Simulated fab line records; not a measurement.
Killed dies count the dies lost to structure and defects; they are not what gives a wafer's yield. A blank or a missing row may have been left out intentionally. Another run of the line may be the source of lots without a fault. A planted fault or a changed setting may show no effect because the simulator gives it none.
The tool behind it: which one? | flow n5Finfet | 8 lots with 24 wafers sampled at 6 steps, on a route of 1938 steps

== WHAT THE GAUGES SHOWED, per wafer ==
N5_BEOL_M4_RC_MEAS_101. Usual: DIBL_N 37.5 mV/V, standard deviation 1.9; DIBL_P 37.3 mV/V, standard deviation 2.4; IOFF_N 0.18 nA/um, standard deviation 0.038; IOFF_P 0.23 nA/um, standard deviation 0.045; ION_N 677 uA/um, standard deviation 11; ION_P 464 uA/um, standard deviation 8.1; SS_N 72.0 mV/dec, standard deviation 0.68; SS_P 73.5 mV/dec, standard deviation 0.77; VT_N 249 mV, standard deviation 3.3; VT_P -249 mV, standard deviation 3.6.
lot  | measured     | on        | DIBL_N (mV/V)  | DIBL_P (mV/V)  | IOFF_N (nA/um) | IOFF_P (nA/um) | ION_N (uA/um) | ION_P (uA/um) | SS_N (mV/dec)  | SS_P (mV/dec)  | VT_N (mV)   | VT_P (mV)      | flag
L149 | day 8 17:16  | prober-01 | 36.2 34.6 33.8 | 38.4 33.9 35.0 | 0.18 0.15 0.13 | 0.24 0.17 0.18 | 671 667 657   | 468 461 457   | 72.0 72.0 71.6 | 73.2 72.3 72.8 | 251 252 252 | -247 -251 -252 | 
L154 | day 10 03:54 | prober-01 | 39.1 37.8 36.3 | 39.1 36.6 35.3 | 0.18 0.16 0.14 | 0.25 0.22 0.19 | 665 665 666   | 463 460 456   | 73.1 72.4 71.7 | 74.1 73.1 72.8 | 252 255 255 | -249 -247 -252 | 
L155 | day 10 06:16 | prober-02 | 37.2 37.7 37.5 | 37.5 37.4 37.3 | 0.18 0.19 0.17 | 0.25 0.24 0.23 | 673 674 669   | 469 467 461   | 71.4 72.3 71.2 | 73.7 74.2 74.2 | 250 252 249 | -247 -247 -249 | 
L165 | day 12 19:32 | prober-02 | 36.3 37.6 38.5 | 36.1 37.0 37.8 | 0.15 0.17 0.17 | 0.20 0.21 0.21 | 689 677 669   | 471 458 457   | 71.4 71.7 72.2 | 72.4 72.8 73.7 | 249 248 253 | -251 -250 -252 | 
L164 | day 13 02:58 | prober-02 | 40.4 34.6 39.7 | 40.5 33.0 38.5 | 0.23 0.11 0.23 | 0.27 0.16 0.24 | 687 658 690   | 463 459 463   | 72.3 71.4 72.9 | 74.8 72.1 74.0 | 244 257 244 | -250 -255 -246 | 
L166 | day 13 05:11 | prober-02 | 38.6 39.7 40.7 | 39.3 40.5 41.6 | 0.18 0.23 0.23 | 0.24 0.26 0.27 | 681 683 692   | 464 463 470   | 71.8 72.4 72.7 | 74.7 74.5 74.2 | 247 244 245 | -250 -249 -249 | 
L168 | day 13 12:23 | prober-02 | 38.9 36.0 34.5 | 38.9 36.7 36.0 | 0.22 0.15 0.13 | 0.25 0.21 0.20 | 682 675 664   | 458 466 462   | 72.6 71.9 71.6 | 73.9 72.7 73.4 | 248 249 253 | -249 -248 -250 | 
L169 | day 13 19:59 | prober-02 | 41.6 37.2 38.0 | 42.9 36.3 37.6 | 0.28 0.17 0.17 | 0.37 0.24 0.23 | 705 670 670   | 480 462 462   | 72.5 71.4 72.1 | 75.0 73.9 73.2 | 243 249 251 | -242 -245 -251 | 

N5_BEOL_M13_THK_MEAS_01. Usual: for M13_ILD_THK the level is 837 nm and the standard deviation is 13.
lot  | measured     | on           | M13_ILD_THK (nm) | flag
L149 | day 11 16:01 | filmMetro-02 | 833 817 850      | 
L154 | day 13 03:22 | filmMetro-01 | 823 834 311      | OFF
L155 | day 12 17:07 | filmMetro-02 | 827 856 316      | OFF
L165 | day 15 11:47 | filmMetro-02 | 843 859 839      | 
L164 | day 15 22:55 | filmMetro-02 | 808 826 820      | 
L166 | day 15 21:34 | filmMetro-02 | 829 828 848      | 
L168 | day 16 06:44 | filmMetro-01 | 830 835 854      | 
L169 | day 16 10:19 | filmMetro-01 | 855 862 853      | 

== EACH LOT AND THE TOOL THAT RAN IT (in order: tool; ch and the chambers of the sampled wafers; start) ==
lot  | N5_BEOL_M12_DESCUM_33             | N5_BEOL_M12_ETCH_67               | N5_BEOL_M12_SPUTTER_43      | N5_BEOL_M13_ILD_DEP_00
L149 | rieDiel-06 ch 0,1, day 11 12:04   | rieDiel-06 ch 0,1, day 11 12:07   | pvdSputter-02, day 11 14:13 | pecvd-03 ch 0,1,2, day 11 15:52
L154 | rieDiel-03 ch 1,2, day 12 21:05   | rieDiel-03 ch 1,2, day 12 21:07   | pvdSputter-01, day 13 02:00 | pecvd-03 ch 0,1, day 13 03:13
L155 | rieDiel-03 ch 1,2,3, day 12 14:51 | rieDiel-03 ch 1,2,3, day 12 14:53 | pvdSputter-01, day 12 15:46 | pecvd-03 ch 0,1, day 12 16:58
L165 | rieDiel-06 ch 0,1,2, day 15 08:23 | rieDiel-06 ch 0,1,2, day 15 08:26 | pvdSputter-02, day 15 10:23 | pecvd-01 ch 0,1,2, day 15 11:41
L164 | rieDiel-04 ch 0,1,2, day 15 17:34 | rieDiel-04 ch 0,1,2, day 15 17:37 | pvdSputter-03, day 15 21:34 | pecvd-03 ch 0,1, day 15 22:46
L166 | rieDiel-06 ch 0,3, day 15 15:28   | rieDiel-06 ch 0,3, day 15 15:29   | pvdSputter-01, day 15 19:53 | pecvd-03 ch 0,1, day 15 21:21
L168 | rieDiel-03 ch 0,1, day 16 02:35   | rieDiel-03 ch 0,1, day 16 02:37   | pvdSputter-03, day 16 05:19 | pecvd-03 ch 0,1,2, day 16 06:35
L169 | rieDiel-04 ch 1,2, day 16 07:27   | rieDiel-04 ch 1,2, day 16 07:29   | pvdSputter-01, day 16 08:54 | pecvd-01 ch 1,2, day 16 10:10
- N5_BEOL_M12_DESCUM_33: chemistry O2, time 7.9 s.
- N5_BEOL_M12_ETCH_67: etches SiARC in CF4, target depth 143 nm, time 238.3 s.
- N5_BEOL_M12_SPUTTER_43: material TaN, target thk 15 nm, time 24.19 s.
- N5_BEOL_M13_ILD_DEP_00: deposits SiOC from DEMS/O2, target thk 837.92 nm, time 166.4 s.

== AS READ BY THE TOOLS THEMSELVES (means over the sampled wafers that have a number; for cases with no such wafer, the mark the record gives instead) ==
N5_BEOL_M12_DESCUM_33. Usual: drypumpMotorCurrentA 6.0 A, standard deviation 0.39; oesProductAu 0.79 a.u., standard deviation 0.094; rfVppV 243.2 V, standard deviation 1.3; showerheadPlenumPTorr 2.10 Torr, standard deviation 0.071; throttleValvePct 20.45 %, standard deviation 0.21.
lot  | tool       | drypumpMotorCurrentA (A) | oesProductAu (a.u.) | rfVppV (V) | showerheadPlenumPTorr (Torr) | throttleValvePct (%) | flag
L149 | rieDiel-06 | 6.2                      | 0.86                | 245.5      | 2.19                         | 20.41                | 
L154 | rieDiel-03 | 5.6                      | 0.74                | 243.6      | 2.16                         | 20.53                | 
L155 | rieDiel-03 | 5.7                      | 0.75                | 243.4      | 2.13                         | 20.60                | 
L165 | rieDiel-06 | 6.2                      | 0.85                | 243.0      | 2.13                         | 20.41                | 
L164 | rieDiel-04 | 6.1                      | 0.80                | 242.0      | 2.04                         | 20.32                | 
L166 | rieDiel-06 | 5.8                      | 0.75                | 244.3      | 2.16                         | 20.64                | 
L168 | rieDiel-03 | 6.2                      | 0.77                | 244.5      | 2.12                         | 20.64                | 
L169 | rieDiel-04 | 6.2                      | 0.89                | 243.5      | 2.10                         | 20.28                | 

N5_BEOL_M12_ETCH_67. Usual: drypumpMotorCurrentA 6.0 A, standard deviation 0.39; etchRfOnTimeS 242 s, standard deviation 6.7; oesProductAu 0.67 a.u., standard deviation 0.079; rfVppV 184.1 V, standard deviation 1.1; showerheadPlenumPTorr 2.14 Torr, standard deviation 0.067; throttleValvePct 15.57 %, standard deviation 0.2.
lot  | tool       | drypumpMotorCurrentA (A) | etchRfOnTimeS (s) | oesProductAu (a.u.) | rfVppV (V) | showerheadPlenumPTorr (Torr) | throttleValvePct (%) | flag
L149 | rieDiel-06 | 6.2                      | 238               | 0.74                | 185.0      | 2.23                         | 15.52                | 
L154 | rieDiel-03 | 5.6                      | 248               | 0.62                | 184.6      | 2.20                         | 15.62                | 
L155 | rieDiel-03 | 5.7                      | 243               | 0.64                | 184.9      | 2.16                         | 15.69                | 
L165 | rieDiel-06 | 6.2                      | 235               | 0.72                | 184.5      | 2.17                         | 15.52                | 
L164 | rieDiel-04 | 6.0                      | 247               | 0.68                | 183.8      | 2.08                         | 15.43                | 
L166 | rieDiel-06 | 5.9                      | 236               | 0.66                | 184.4      | 2.20                         | 15.73                | 
L168 | rieDiel-03 | 6.2                      | 244               | 0.64                | 184.9      | 2.18                         | 15.79                | 
L169 | rieDiel-04 | 6.2                      | 244               | 0.74                | 183.7      | 2.13                         | 15.35                | 

N5_BEOL_M12_SPUTTER_43. Usual: throttleValvePct reads 29.9 % (standard deviation 0.99).
lot  | tool          | throttleValvePct (%) | flag
L149 | pvdSputter-02 | 30.5                 | 
L154 | pvdSputter-01 | 30.3                 | 
L155 | pvdSputter-01 | 29.6                 | 
L165 | pvdSputter-02 | 30.3                 | 
L164 | pvdSputter-03 | 29.8                 | 
L166 | pvdSputter-01 | 29.5                 | 
L168 | pvdSputter-03 | 29.5                 | 
L169 | pvdSputter-01 | 29.6                 | 

N5_BEOL_M13_ILD_DEP_00. Usual: heaterPowerOuterW 236 W, standard deviation 35; heaterPowerW 453 W, standard deviation 48; runLengthS 211.0 s, standard deviation 0.5; showerheadPlenumPTorr 5.691 Torr, standard deviation 0.017; throttleValvePct 11.6 %, standard deviation 0.37.
lot  | tool     | heaterPowerOuterW (W) | heaterPowerW (W) | runLengthS (s) | showerheadPlenumPTorr (Torr) | throttleValvePct (%) | flag
L149 | pecvd-03 | 241                   | 457              | 211.0          | 5.698                        | 11.4                 | 
L154 | pecvd-03 | 229                   | 423              | 176.4          | 5.700                        | 11.4                 | OFF
L155 | pecvd-03 | 237                   | 442              | 176.3          | 5.706                        | 11.4                 | OFF
L165 | pecvd-01 | 240                   | 489              | 210.4          | 5.685                        | 11.6                 | 
L164 | pecvd-03 | 211                   | 405              | 210.9          | 5.707                        | 11.3                 | 
L166 | pecvd-03 | 202                   | 392              | 211.1          | 5.691                        | 11.4                 | 
L168 | pecvd-03 | 213                   | 417              | 211.1          | 5.690                        | 11.7                 | 
L169 | pecvd-01 | 217                   | 472              | 210.1          | 5.697                        | 11.5                 | 

== THE ANSWER, worked out from the rows above alone ==
Rule: a lot counts as off when the mean over its wafers that have a number is more than 3 standard deviations away from the usual mean. Also off: a lot with no number at a reading for which 4 or more lots have one. All remaining lots with rows at the step are treated as sound. Order of review: gauges by route order, followed by the tools' own readings, for which a lot's mean as printed above is used. The first step at which some lot is off is used, and at that step the reading that is off furthest; a lot without a number counts as furthest.
Off: L154, L155, at N5_BEOL_M13_THK_MEAS_01 (M13_ILD_THK).
If a tool, at a process step before that reading, ran all the lots that are off and no sound lot after the first of them, it fits. The gauges at N5_BEOL_M13_THK_MEAS_01 aren't tried: what is off there is off at N5_BEOL_M13_ILD_DEP_00 too, on other tools, and a gauge's error can't cause that. Of those tried, none fits.

== WHAT WAS PUT IN BY THE SIMULATOR ==
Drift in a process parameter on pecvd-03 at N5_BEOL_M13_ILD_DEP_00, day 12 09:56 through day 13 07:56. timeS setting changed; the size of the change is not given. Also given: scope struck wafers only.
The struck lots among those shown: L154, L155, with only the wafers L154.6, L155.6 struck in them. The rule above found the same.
